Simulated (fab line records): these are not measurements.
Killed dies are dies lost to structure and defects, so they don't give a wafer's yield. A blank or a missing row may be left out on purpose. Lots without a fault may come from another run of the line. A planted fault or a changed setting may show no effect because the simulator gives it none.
Split-lot study | flow n5 finfet | 21 wafers read from 7 lots, route of 1938 steps

ABOUT THE SPLIT
At N5_PMOS_HMC_CHANNEL_EPI_COAT_03 (resist thk 205 nm), the setting spin rpm was moved away from the recipe's 1500 rpm on 3 of the 21 wafers read, by -9.1% to -2.9%. All remaining wafers had this setting at the recipe value.

FROM THE SPLIT TO THE READING: what the file shows between them, 3 steps
- N5_PMOS_HMC_CHANNEL_EPI_EBR_05
- N5_PMOS_HMC_CHANNEL_EPI_SOFTBAKE_04: time 60 s
- N5_PMOS_HMC_CHANNEL_EPI_DESCUM_14: chemistry O2, time 7.9 s

THE READING
CAR-ArF-block_of_PMOS_HMC_CHANNEL_EPI_COAT_03.thk nm (the simulator's own value, which no gauge read), in nm, at N5_PMOS_HMC_CHANNEL_EPI_ETCH_32 (etches BARC in N2/H2, stops on SiO2, target depth 85.8 nm, time 50.3 s). The file gives no usual value for it. Across the 18 wafers here that went through the recipe, the average is 133.5 nm and the standard deviation 1.9 nm.

wafer  | tool, chamber at the split | spin rpm as run, rpm | against the recipe | CAR-ArF-block_of_PMOS_HMC_CHANNEL_EPI_COAT_03.thk nm, nm | against lot-mates on the recipe
L081.1 | litho track-02, 0          | 1364                 | -9.1%              | 146.2                                                    | +11.2
L081.3 | litho track-02, 0          | 1500                 | recipe             | 133.9                                                    | -
L081.6 | litho track-02, 0          | 1500                 | recipe             | 136.1                                                    | -
L084.4 | litho track-03, 0          | 1456                 | -2.9%              | 137.4                                                    | +4.0
L084.5 | litho track-03, 0          | 1500                 | recipe             | 134.7                                                    | -
L084.6 | litho track-03, 0          | 1500                 | recipe             | 132.1                                                    | -
L087.1 | litho track-03, 0          | 1500                 | recipe             | 131.9                                                    | -
L087.4 | litho track-03, 0          | 1500                 | recipe             | 135.7                                                    | -
L087.5 | litho track-03, 0          | 1500                 | recipe             | 136                                                      | -
L088.2 | litho track-05, 0          | 1500                 | recipe             | 134.9                                                    | -
L088.5 | litho track-05, 0          | 1500                 | recipe             | 136                                                      | -
L088.6 | litho track-05, 0          | 1500                 | recipe             | 132.1                                                    | -
L089.3 | litho track-02, 0          | 1500                 | recipe             | 131                                                      | -
L089.5 | litho track-02, 0          | 1500                 | recipe             | 131.8                                                    | -
L089.6 | litho track-02, 0          | 1500                 | recipe             | 134.5                                                    | -
L095.1 | litho track-02, 0          | 1500                 | recipe             | 131.2                                                    | -
L095.3 | litho track-02, 0          | 1500                 | recipe             | 132.3                                                    | -
L095.6 | litho track-02, 0          | 1389                 | -7.4%              | 139.9                                                    | +8.2
L097.1 | litho track-05, 0          | 1500                 | recipe             | 131.1                                                    | -
L097.5 | litho track-05, 0          | 1500                 | recipe             | 131.9                                                    | -
L097.6 | litho track-05, 0          | 1500                 | recipe             | 135.5                                                    | -

FIT RESULTS
A straight line over all 21 wafers: CAR-ArF-block_of_PMOS_HMC_CHANNEL_EPI_COAT_03.thk nm changes by -1.2 nm for each +1% of spin rpm; r = -0.85; the points scatter about the line by 2 nm.
The same after taking each lot's own level away (the mean of its wafers on the recipe; 21 wafers): -1.19 nm for each +1%; r = -0.90; scatter 1.5 nm.
Per that fit: largest spin rpm move, reading shift of 11 nm.
Across the lots, their own levels run from 131.75 to 135.00 nm, a range of 1.7 times the standard deviation given above.
Hence the lot-to-lot level has little effect on the slope; both slopes agree.
Check: +10.3 nm against its lot-mates is what the line predicts for one of the wafers moved furthest among these (-9.1%) when that wafer is left out of the fit. It came out at +11.2 nm against them.

THESE WAFERS: OTHER SPLITS
Other splits were also applied to these wafers ahead of the reading. Each is held against what the fit with the lots' levels taken away leaves over:
other split on the same wafers           | wafers away from the commonest value | r with CAR-ArF-block_of_PMOS_HMC_CHANNEL_EPI_COAT_03.thk nm (lot level and that fit taken away)
N5_ZERO_LAYER_COAT_05 spin rpm           | 5                                    | -0.05
N5_ZERO_LAYER_DEVELOP_10 develop time s  | 3                                    | -0.33
N5_PMOS_HMC_CHANNEL_EPI_HM_DEP_34 time s | 9                                    | -0.14

THE WHOLE CHAIN: every reading that the file lists as answering this split, in the file's order
step                            | what it does                                                           | reading                                                                                               | change (the file's fit)              | r (the file's)
N5_PMOS_HMC_CHANNEL_EPI_COAT_03 | resist thk 205 nm                                                      | CAR-ArF-block_of_PMOS_HMC_CHANNEL_EPI_COAT_03.thk nm (the simulator's own value, which no gauge read) | -1.09 nm for each +1% of the setting | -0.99
N5_PMOS_HMC_CHANNEL_EPI_ETCH_32 | etches BARC in N2/H2, stops on SiO2, target depth 85.8 nm, time 50.3 s | CAR-ArF-block_of_PMOS_HMC_CHANNEL_EPI_COAT_03.thk nm (the simulator's own value, which no gauge read) | -1.19 nm for each +1% of the setting | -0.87

THE FILE'S OWN FIT
CAR-ArF-block_of_PMOS_HMC_CHANNEL_EPI_COAT_03.thk nm changes by -1.19 nm for each +1% of spin rpm, r = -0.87.
